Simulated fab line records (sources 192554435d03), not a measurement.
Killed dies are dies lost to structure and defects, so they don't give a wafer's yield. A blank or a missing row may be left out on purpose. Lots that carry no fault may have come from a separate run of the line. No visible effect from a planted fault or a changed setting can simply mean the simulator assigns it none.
What tool caused it?    flow n5_finfet    Sampling: 12 lots, 36 wafers, 2 of 1938 route steps

WHAT EACH GAUGE READ, for each wafer
N5_PASSIVATION_CD_MEAS_10: the cd target is 3000 nm. Usual: 3000.1 nm for cd_nm, sd 2.2.
lot   measured      on         cd_nm (nm)            flag
L457  day 11 19:51  cd_sem-01  2999.9 3000.8 3002.9  
L458  day 12 16:19  cd_sem-02  3003.0 3003.0 3001.3  
L459  day 12 16:41  cd_sem-01  3002.1 3002.0 3002.3  
L460  day 12 11:10  cd_sem-01  3000.7 3000.0 3001.6  
L462  day 12 21:06  cd_sem-02  2999.9 2999.1 3001.0  
L465  day 13 07:20  cd_sem-02  3004.4 3007.0 2999.5  
L471  day 15 10:33  cd_sem-03  2997.9 3002.2 3000.9  
L472  day 16 01:04  cd_sem-02  3001.4 2999.5 2996.2  
L474  day 17 00:07  cd_sem-03  3001.4 3002.9 3002.5  
L475  day 16 14:17  cd_sem-03  2999.5 3001.9 2999.2  
L476  day 17 07:14  cd_sem-01  2998.8 2995.2 2999.7  
L477  day 17 02:31  cd_sem-03  3001.2 2999.3 3002.0  

TOOL THAT RAN EACH LOT (tool first, then ch and the chambers of the sampled wafers, then the start)
lot   N5_HKMG_FIN_STRIP_69
L457  plasma_asher-02 ch 0,1, day 4 18:13
L458  plasma_asher-02 ch 0,1, day 4 21:17
L459  plasma_asher-02 ch 0,1, day 4 22:57
L460  plasma_asher-02 ch 1, day 5 07:05
L462  plasma_asher-01 ch 0,1, day 5 20:03
L465  plasma_asher-01 ch 0,1, day 6 14:28
L471  plasma_asher-01 ch 0,1, day 8 01:02
L472  plasma_asher-02 ch 0,1, day 8 05:05
L474  plasma_asher-02 ch 0,1, day 8 17:14
L475  plasma_asher-02 ch 0,1, day 9 01:58
L476  plasma_asher-01 ch 0,1, day 9 10:28
L477  plasma_asher-02 ch 0,1, day 9 11:40
- N5_HKMG_FIN_STRIP_69: strips in N2/H2, time 360 s.

AS READ BY THE TOOLS THEMSELVES (means over the sampled wafers that have a number; for cases with no such wafer, the mark the record gives instead)
N5_HKMG_FIN_STRIP_69. Usual: drypump_motor_current_A 5.8 A, standard deviation 0.46; heater_power_w 497 W, standard deviation 38.
lot   tool             drypump_motor_current_A (A)  heater_power_w (W)  flag
L457  plasma_asher-02  5.9                          476                 
L458  plasma_asher-02  5.9                          474                 
L459  plasma_asher-02  5.9                          513                 
L460  plasma_asher-02  5.9                          442                 
L462  plasma_asher-01  5.5                          504                 
L465  plasma_asher-01  5.5                          502                 
L471  plasma_asher-01  5.5                          505                 
L472  plasma_asher-02  5.9                          508                 
L474  plasma_asher-02  5.9                          474                 
L475  plasma_asher-02  5.8                          509                 
L476  plasma_asher-01  5.9                          499                 
L477  plasma_asher-02  5.9                          514                 

THE ANSWER, worked out from the rows above alone
Rule: a lot is off if the mean of its wafers that have a number lies more than 3 standard deviations from the usual mean. A lot without any number at a reading at which 4 lots or more have one is off too. Where the step has rows for the other lots, those lots are counted as sound. First the gauges in route order, then the tools' own readings, where a lot's mean is used as printed above. At the first step where some lot is off, the reading lying furthest off is the one used; lots without a number count as furthest.
No lot is off at any reading shown: from this, nothing can be told.

WHAT THE SIMULATOR PUT IN
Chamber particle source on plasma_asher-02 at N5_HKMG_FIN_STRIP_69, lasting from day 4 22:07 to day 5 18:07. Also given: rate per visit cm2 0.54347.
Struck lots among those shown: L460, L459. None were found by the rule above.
